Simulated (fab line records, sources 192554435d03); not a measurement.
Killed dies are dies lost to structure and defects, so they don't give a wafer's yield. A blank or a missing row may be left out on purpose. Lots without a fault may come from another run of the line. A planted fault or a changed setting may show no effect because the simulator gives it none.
A struck lot beside a sound one | flow n5_finfet | 14 steps out of a route of 1938
Sound: wafers L406.3, L406.4, L406.5. Struck: wafer L410.5. (L410.1, L410.2 of the same lot were not struck and are left out.) The cause comes at the end.
At each step with rows: each side's tool, then ch and its chambers, then its first start. Under that, the readings that differ: sound wafers | struck wafers | difference of the means | sigmas: that difference in standard deviations of wafers without a fault.
alike: readings whose means differ by less than 2 such deviations, and words and numbers that are the same on both sides. not compared: withheld readings, readings that some wafer has no value for, bounds like >300 that may hide the same value, and numbers for which the record gives no deviation and whose values overlap.
The two part at a step that has a row with sigmas, a row that says differs or no value, or rows on one side only. Numbers that don't overlap but have no deviation are shown without sigmas and don't part them. A reading that every wafer of one side lacks parts them only if that side has two wafers or more.

N5_BEOL_M6_STRIP_80: strips in N2/H2, time 10 s.
  sound on rie_diel-03 ch 0,2; struck on rie_diel-03 ch 2
  alike: drypump_motor_current_A, h2_flow_sccm, oes_product_au, rf_vpp_V, showerhead_plenum_p_Torr, throttle_valve_pct
  not compared: rf_hours_counter_h
N5_BEOL_M6_OCD_MEAS_38:
  sound on ocd-01, day 9 02:42; struck on ocd-01, day 10 03:24
  alike: trench_depth_nm
then, 4 steps without rows for these wafers: N5_BEOL_M6_HM_STRIP_39 (strips TiN in peroxide tin strip, target depth 25 nm, time 158 s); N5_BEOL_M6_SRD_40 (time 30 s); N5_BEOL_M6_PRECLEAN_42 (cleans in residue remover, time 60 s); N5_BEOL_M6_SRD_43 (time 30 s).
N5_BEOL_M6_CD_MEAS_35: target cd 40 nm, target cd y 28 nm.
  sound on cd_sem-03, day 9 02:52; struck on cd_sem-03, day 10 03:34
  alike: cd_nm
N5_BEOL_M6_CURE_75: cures SiCOH lowk, time 120 s.
  sound on uv_cure-02 ch 1, day 9 03:00; struck on uv_cure-02 ch 0, day 10 03:40
  alike: lamp_power_pct, wafer_temp_C_max
N5_BEOL_M6_DEGAS_44: time 60 s.
  sound on pvd_sputter-02, day 9 05:19; struck on pvd_sputter-02, day 10 04:02
  reading            | sound       | struck | difference | sigmas
  heater_power_w (W) | 244 337 417 | 431    | +98        | +2
N5_BEOL_M6_PRE_CLEAN_45: time 30 s.
  sound on pvd_sputter-02, day 9 05:21; struck on pvd_sputter-02, day 10 04:04
  reading            | sound       | struck | difference | sigmas
  heater_power_w (W) | 244 336 415 | 429    | +97        | +2
then, 1 step without rows for these wafers: N5_BEOL_M6_ALD_77 (deposits TaN, target thk 2 nm, pulse time 2 s, purge time 3 s).
N5_BEOL_M6_SURFACE_TREAT_79:
  sound on pvd_sputter-02, day 9 05:45; struck on pvd_sputter-01, day 10 04:41
  not compared: throttle_valve_pct
N5_BEOL_M6_CVD_78: deposits Co from CCTBA/H2, target thk 2 nm, time 142.3 s.
  sound on cvd_co-01 ch 1,2, day 9 05:50; struck on cvd_co-01 ch 1, day 10 04:58
  reading          | sound             | struck | difference | sigmas
  run_length_s (s) | 165.2 165.0 163.9 | 285.8  | +121.1     | +99 or more
  alike: chamber_pressure_Torr
  not compared: since_wet_clean_h
then, 1 step without rows for these wafers: N5_BEOL_M6_SPUTTER_48 (material Cu, target thk 10 nm, time 1.667 s).

WHERE THEY PART
First at N5_BEOL_M6_DEGAS_44; last, within this record, at N5_BEOL_M6_CVD_78.

WHY: what the simulator had put in
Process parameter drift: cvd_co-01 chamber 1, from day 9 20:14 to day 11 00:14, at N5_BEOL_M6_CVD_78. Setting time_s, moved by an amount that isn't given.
